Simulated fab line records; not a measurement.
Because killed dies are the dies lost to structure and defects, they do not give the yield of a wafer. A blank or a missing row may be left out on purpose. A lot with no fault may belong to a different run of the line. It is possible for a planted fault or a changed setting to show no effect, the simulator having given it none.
Chamber matching -- flow n5Finfet -- N5_BEOL_M1_DEP_57 on pecvd-03: 3 sister chambers
The step deposits SiCN from 3MS/NH3, target thk 8 nm, time 14 s. 6 wafers are shown with their chamber, then 12 later ones without.

WAFERS, EACH WITH ITS CHAMBER
wafer,chamber,throttleValvePct (%),showerheadPlenumPTorr (Torr)
L082.4,0,8.8,3.677
L082.5,1,9.8,3.684
L082.6,2,8.6,3.671
L083.2,0,8.6,3.683
L083.5,1,9.5,3.684
L083.6,2,8.6,3.653

WAFERS MISSING THEIR CHAMBER
wafer,throttleValvePct (%),showerheadPlenumPTorr (Torr)
L084.1,9.9,3.695
L084.5,8.6,3.684
L084.6,10.0,3.695
L090.1,8.7,3.680
L090.2,9.6,3.684
L090.3,8.6,3.668
L090.4,9.1,3.666
L090.5,9.9,3.684
L090.6,8.7,3.669
L096.2,9.6,3.687
L096.3,10.1,3.696
L096.6,9.9,3.691

CHAMBER TAKEN BY EACH
wafer,from the rows above,in truth
L084.1,1,1
L084.5,can't be placed: 0 or 2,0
L084.6,1,1
L090.1,0,0
L090.2,1,1
L090.3,can't be placed: 2 or 0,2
L090.4,can't be placed: 0 or 2 or 1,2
L090.5,1,1
L090.6,can't be placed: 2 or 0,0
L096.2,1,1
L096.3,1,1
L096.6,1,1
Placed correctly: 8 of 12. From these rows, 4 cannot be placed; in 4 the true chamber is one of the candidates. 0 placed wrongly.
How it was worked out, from the rows above alone: a wafer's distance from a chamber is the root of the sum, over the readings, of the square of ((its reading less the chamber's mean) divided by the reading's scatter). If the next closest chamber is less than 2 further off than the closest, the wafer can't be placed; otherwise it belongs to the closest. For every chamber, the mean is computed from those of its wafers that are shown. How the scatter is found: for the shown wafers, subtract from each reading the mean of its chamber, square and add these, divide the total by (wafers less chambers), then take the root.
